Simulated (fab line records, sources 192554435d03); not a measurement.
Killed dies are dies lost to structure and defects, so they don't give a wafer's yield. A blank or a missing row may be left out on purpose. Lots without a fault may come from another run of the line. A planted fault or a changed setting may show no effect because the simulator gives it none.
A struck lot beside a sound one | flow n5_finfet | 15 steps out of a route of 1938
Sound: wafers L965.1, L965.3, L965.4. Struck: wafers L980.1, L980.2, L980.5. The cause comes at the end.
At each step with rows: each side's tool, then ch and its chambers, then its first start. Under that, the readings that differ: sound wafers | struck wafers | difference of the means | sigmas: that difference in standard deviations of wafers without a fault.
alike: readings whose means differ by less than 2 such deviations, and words and numbers that are the same on both sides. not compared: withheld readings, readings that some wafer has no value for, bounds like >300 that may hide the same value, and numbers for which the record gives no deviation and whose values overlap.
The two part at a step that has a row with sigmas, a row that says differs or no value, or rows on one side only. Numbers that don't overlap but have no deviation are shown without sigmas and don't part them. A reading that every wafer of one side lacks parts them only if that side has two wafers or more.

N5_SDB_THK_MEAS_31:
  sound on film_metro-02, day 4 04:26; struck on film_metro-02, day 8 03:49
  alike: SDB_THK
N5_SDB_INSPECT_36: inspects for defects (darkfield).
  sound on defect_inspect-02, day 4 04:27; struck on defect_inspect-01, day 8 03:58
  alike: raw_defect_count
N5_DUMMY_REMOVAL_HM_STRIP_01: strips SiNx in CH3F/O2, stops on poly-Si, target depth 4 nm, time 6.8 s.
  sound on rie_diel-05 ch 0,1,3, day 4 04:29; struck on rie_diel-06 ch 2,3, day 8 04:00
  alike: O2_flow_sccm, drypump_motor_current_A, oes_product_au, rf_vpp_V, showerhead_plenum_p_Torr, throttle_valve_pct
  not compared: rf_hours_counter_h
N5_DUMMY_REMOVAL_STRIP_10: strips in N2/H2, time 40 s.
  sound on rie_diel-05 ch 0,1,3, day 4 04:31; struck on rie_diel-06 ch 2,3, day 8 04:02
  alike: drypump_motor_current_A, oes_product_au, rf_vpp_V, showerhead_plenum_p_Torr, throttle_valve_pct
  not compared: rf_hours_counter_h
then, 2 steps without rows for these wafers: N5_DUMMY_REMOVAL_PRECLEAN_07 (cleans in dHF, time 30 s); N5_DUMMY_REMOVAL_DUMMY_REMOVE_02 (chemistry TMAH, target poly-Si, stops on SiO2, target depth 142 nm, time 57 s, rinse time 30 s).
N5_DUMMY_REMOVAL_INSPECT_06: inspects for defects (brightfield).
  sound on defect_inspect-02, day 4 04:41; struck on defect_inspect-01, day 8 04:12
  alike: raw_defect_count
then, 4 steps without rows for these wafers: N5_DUMMY_REMOVAL_PRECLEAN_08 (cleans in NF3:NH3, afs cycles 2, time 20 s, sublimation time 60 s); N5_DUMMY_REMOVAL_PRECLEAN_04 (cleans in DHF, time 37 s); N5_DUMMY_REMOVAL_SRD_05 (time 30 s); N5_HKMG_FIN_IL_REGROW_00 (material SiO2, chemistry O3, target thk 0.75 nm, time 30 s).
N5_HKMG_FIN_HK_ALD_01: deposits HfO2, target thk 1.6 nm, pulse time 3 s, purge time 3 s.
  sound on ald_hk-03 ch 0,1,2, day 4 05:02; struck on ald_hk-01 ch 0,1,3, day 8 04:44
  alike: precursor_pulse_height_rel
N5_HKMG_FIN_HK_ANNEAL_02: time 30 s.
  sound on rtp_anneal-02 ch 0, day 4 05:14; struck on rtp_anneal-01 ch 0, day 8 05:04
  reading             | sound             | struck            | difference | sigmas
  lamp_power_pct (%)  | 8.84 8.73 8.81    | 8.08 8.16 8.23    | -0.64      | -12
  lamp_zone_1_pct (%) | 8.813 8.801 8.802 | 8.155 8.137 8.138 | -0.662     | -60
  lamp_zone_2_pct (%) | 8.797 8.779 8.808 | 8.140 8.142 8.143 | -0.653     | -65
  lamp_zone_3_pct (%) | 8.796 8.820 8.809 | 8.152 8.149 8.156 | -0.656     | -55
  lamp_zone_4_pct (%) | 8.793 8.787 8.792 | 8.151 8.129 8.146 | -0.649     | -54
  lamp_zone_5_pct (%) | 8.807 8.783 8.813 | 8.152 8.132 8.160 | -0.653     | -65
  lamp_zone_6_pct (%) | 8.739 8.711 8.730 | 8.088 8.086 8.079 | -0.642     | -58
  lamp_zone_7_pct (%) | 9.159 9.189 9.182 | 8.504 8.509 8.503 | -0.671     | -56
  alike: wafer_temp_C_max
N5_HKMG_FIN_ALD_74: deposits La2O3, target thk 0.5 nm, pulse time 6 s, co reactant pulse time 1 s.
  sound on ald_hk-02 ch 0,2,3, day 4 05:28; struck on ald_hk-03 ch 1,2,3, day 8 05:17
  alike: heater_power_w, precursor_pulse_height_rel, susceptor_temp_C
-- the record jumps here: 4 days lie between the struck wafers' starts before and after (it left off in module HKMG_FIN and takes up again in module BEOL_M4, whose first step shown is number 1111 of the route) --
N5_BEOL_M4_RC_MEAS_101:
  sound on prober-01 ch 0, day 8 07:28; struck on prober-01 ch 0, day 12 01:55
  alike: DIBL_N, DIBL_P, IOFF_N, IOFF_P, ION_N, ION_P, SS_N, SS_P, VT_N, VT_P

WHERE THEY PART
Only at N5_HKMG_FIN_HK_ANNEAL_02, within this record. Later steps at which nothing parts them and some readings are alike: N5_HKMG_FIN_ALD_74, N5_BEOL_M4_RC_MEAS_101.

WHY: what the simulator had put in
Process parameter drift: rtp_anneal-01, from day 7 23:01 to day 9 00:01, at N5_HKMG_FIN_HK_ANNEAL_02. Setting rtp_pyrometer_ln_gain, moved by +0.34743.
